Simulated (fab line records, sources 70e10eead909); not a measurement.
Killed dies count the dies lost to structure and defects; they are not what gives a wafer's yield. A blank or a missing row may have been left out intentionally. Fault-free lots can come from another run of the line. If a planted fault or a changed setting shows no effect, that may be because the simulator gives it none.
Struck lot and sound lot, side by side + flow nand-harc + 14 out of 1159 route steps
Sound: the wafers L388.3, L388.4, L388.5. Struck: wafers L392.3, L392.4, L392.6. The cause comes at the end.
Each step with rows lists, per side, the tool, then ch with its chambers, then its first start. Under that, the readings that differ: sound wafers + struck wafers + difference of the means + sigmas: that difference in standard deviations of wafers without a fault.
alike: a reading whose means differ by less than 2 such deviations, as well as words and numbers matching on both sides. not compared: withheld readings; readings where some wafer has no value; bounds like >300 that might hide an equal value; numbers whose values overlap and for which the record gives no deviation.
Wherever a step has rows on one side only, a row that says differs or no value, or a row with sigmas, the two part there. Non-overlapping numbers with no deviation appear without sigmas and do not part them. A reading that every wafer of one side lacks parts them only if that side has two wafers or more.

first, 7 steps without rows for these wafers: NHARC_A_BLC_COAT_03 (time 65 s); NHARC_A_BLC_COAT_04 (resist thk 90 nm); NHARC_A_BLC_SOFTBAKE_05 (time 55 s); NHARC_A_BLC_EBR_06; NHARC_A_BLC_EXPOSE_07 (exposes mask A BLC, target cd 100 nm); NHARC_A_BLC_PEB_08 (peb time 65 s); NHARC_A_BLC_DEVELOP_09 (develop time 35 s).
NHARC_A_BLC_CD_MEAS_10: target cd 100 nm.
  sound on cd-sem-03 ch 0, day 19 15:49; struck on cd-sem-01 ch 0, day 20 21:40
| reading    | sound          | struck            | difference | sigmas |
|------------|----------------|-------------------|------------|--------|
| cd-nm (nm) | 98.7 98.7 98.1 | 100.7 100.0 100.2 | +1.8       | +2     |
NHARC_A_BLC_OVL_MEAS_11:
  sound: overlay-01 at day 19 15:55; struck: overlay-02 at day 20 21:45
  alike: overlay-x-nm, overlay-y-nm
NHARC_A_BLC_INSPECT_12:
  sound: defect-inspect-01 at day 19 15:56; struck: defect-inspect-01 at day 20 21:47
  alike: raw-defect-count
NHARC_A_BLC_DESCUM_15: chemistry O2, time 3 s.
  sound on rie-diel-03 ch 1,2,3, day 19 16:01; struck on rie-diel-03 ch 1,3, day 20 21:51
  alike: drypump-motor-current-A, oes-product-au, rf-vpp-V, showerhead-plenum-p-Torr, throttle-valve-pct
  not compared: rf-hours-counter-h
NHARC_A_BLC_ETCH_16: etches the open film in CF4, target depth 39 nm, time 65 s.
  sound on rie-diel-03 ch 1,3, day 19 16:05; struck on rie-diel-03 ch 0,1, day 20 21:56
| reading                | sound                | struck               | difference | sigmas |
|------------------------|----------------------|----------------------|------------|--------|
| throttle-valve-pct (%) | 13.254 13.273 13.287 | 13.293 13.288 13.298 | +0.022     | +2     |
  alike: drypump-motor-current-A, oes-product-au, rf-vpp-V, run-length-s, showerhead-plenum-p-Torr
  not compared: rf-hours-counter-h
NHARC_A_BLC_ETCH_17: etches the open film in N2/H2, target depth 390 nm, time 609.38 s.
  sound on rie-diel-03 ch 0,2, day 19 16:13; struck on rie-diel-03 ch 0,1,3, day 20 22:04
| reading          | sound             | struck            | difference | sigmas |
|------------------|-------------------|-------------------|------------|--------|
| run-length-s (s) | 630.6 631.0 631.2 | 589.3 589.7 590.0 | -41.3      | -84    |
  alike: drypump-motor-current-A, oes-product-au, rf-vpp-V, showerhead-plenum-p-Torr, throttle-valve-pct
  not compared: rf-hours-counter-h
NHARC_A_BLC_ETCH_18: etches the open film in C4F8/O2/Ar, target depth 910 nm.
  sound on rie-diel-03 ch 0,2,3; struck on rie-diel-03 ch 0,3
  alike: oes-product-au, rf-vpp-V
  not compared: rf-hours-counter-h

## WHERE THEY PART
At NHARC_A_BLC_CD_MEAS_10 first; at NHARC_A_BLC_ETCH_17 last (within this record only). Later steps at which nothing parts them and some readings are alike: NHARC_A_BLC_ETCH_18.

WHY: what the simulator had put in
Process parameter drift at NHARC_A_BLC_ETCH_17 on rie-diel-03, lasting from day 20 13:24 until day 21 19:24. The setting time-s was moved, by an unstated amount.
